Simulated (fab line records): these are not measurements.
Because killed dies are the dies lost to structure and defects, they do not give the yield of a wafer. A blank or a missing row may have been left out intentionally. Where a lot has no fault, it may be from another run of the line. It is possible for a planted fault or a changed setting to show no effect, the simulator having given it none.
Struck lot and sound lot, side by side + flow nand harc + 15 out of 1302 route steps
Sound: wafers L790.2, L790.4, L790.6. Wafers L796.2, L796.3, L796.5 were the ones struck. At the end, the cause is stated.
At each step with rows: each side's tool, then ch and its chambers, then its first start. Under that, the readings that differ: sound wafers + struck wafers + difference of the means + sigmas: that difference in standard deviations of wafers without a fault.
alike: words and numbers the same on both sides, and readings whose means are apart by under 2 such deviations; not compared: readings that were withheld, readings missing a value for some wafer, numbers with overlapping values and no deviation given by the record, and bounds like >300 which may hide the same value.
The two part at a step that has a row with sigmas, a row that says differs or no value, or rows on one side only. Numbers that don't overlap but have no deviation are shown without sigmas and don't part them. A reading that every wafer of one side lacks parts them only if that side has two wafers or more.

first, 7 steps without rows for these wafers: NHARC_A_CONTACT_COAT_35 (time 65 s); NHARC_A_CONTACT_COAT_36 (resist thk 90 nm); NHARC_A_CONTACT_SOFTBAKE_37 (time 55 s); NHARC_A_CONTACT_EBR_38; NHARC_A_CONTACT_EXPOSE_39 (exposes mask A CC 3); NHARC_A_CONTACT_PEB_40 (peb time 65 s); NHARC_A_CONTACT_DEVELOP_41 (develop time 35 s).
NHARC_A_CONTACT_CD_MEAS_42: target cd 300 nm.
  sound on cd sem-02 ch 0, day 25 07:08; struck on cd sem-01 ch 0, day 26 10:56
  alike: cd nm
NHARC_A_CONTACT_OVL_MEAS_43:
  sound on overlay-02 at day 25 07:13; struck on overlay-01 at day 26 11:01
  alike: overlay x nm, overlay y nm
NHARC_A_CONTACT_INSPECT_44:
  sound on defect inspect-02 at day 25 07:16; struck on defect inspect-02 at day 26 11:04
  alike: raw defect count
NHARC_A_CONTACT_DESCUM_47: chemistry O2, time 3 s.
  sound on rie diel-02 ch 0,1,2, day 25 07:20; struck on rie diel-08 ch 0,2, day 26 11:10
  alike: drypump motor current A, oes product au, rf vpp V, showerhead plenum p Torr, throttle valve pct
  not compared: rf hours counter h
NHARC_A_CONTACT_ETCH_48: etches the open film in CF4, target depth 39 nm, time 65 s.
  sound on rie diel-02 ch 2,3, day 25 07:24; struck on rie diel-08 ch 0,1,3, day 26 11:17
| reading                     | sound       | struck      | difference | sigmas |
|-----------------------------|-------------|-------------|------------|--------|
| drypump motor current A (A) | 5.2 5.0 5.2 | 6.2 5.9 5.9 | +0.9       | +2     |
  alike: oes product au, rf vpp V, run length s, showerhead plenum p Torr, throttle valve pct
  not compared: rf hours counter h
NHARC_A_CONTACT_ETCH_49: etches the open film in N2/H2, target depth 260 nm, time 475.3 s.
  sound on rie diel-02 ch 0,1, day 25 07:30; struck on rie diel-08 ch 1,3, day 26 11:32
| reading                         | sound             | struck            | difference | sigmas      |
|---------------------------------|-------------------|-------------------|------------|-------------|
| rf vpp V (V)                    | 431.0 434.4 435.2 | 428.4 428.7 429.5 | -4.7       | -2          |
| run length s (s)                | 496.1 496.5 496.6 | 441.2 440.9 441.0 | -55.4      | -99 or more |
| showerhead plenum p Torr (Torr) | 2.04 2.18 2.18    | 1.97 1.96 1.97    | -0.17      | -2          |
  alike: drypump motor current A, oes product au, throttle valve pct
  not compared: rf hours counter h
NHARC_A_CONTACT_ETCH_50: etches the open film in CF4/CHF3, target depth 121 nm, time 60.5 s.
  sound on rie diel-02 ch 1,2; struck on rie diel-08 ch 1,3
  alike: drypump motor current A, oes product au, rf vpp V, run length s, showerhead plenum p Torr, throttle valve pct
  not compared: rf hours counter h
-- the record jumps here: 3 days lie between the struck wafers' starts before and after (it left off in module A_CONTACT and takes up again in module END, whose first step shown is number 1302 of the route) --
NHARC_END_SORT_01:
  here the record holds rows for the struck wafers (prober-01 ch 0, day 29 22:47) but none for the sound ones

## WHERE THEY PART
First at NHARC_A_CONTACT_ETCH_48; last, within this record, at NHARC_END_SORT_01.

WHY: what had been put in by the simulator
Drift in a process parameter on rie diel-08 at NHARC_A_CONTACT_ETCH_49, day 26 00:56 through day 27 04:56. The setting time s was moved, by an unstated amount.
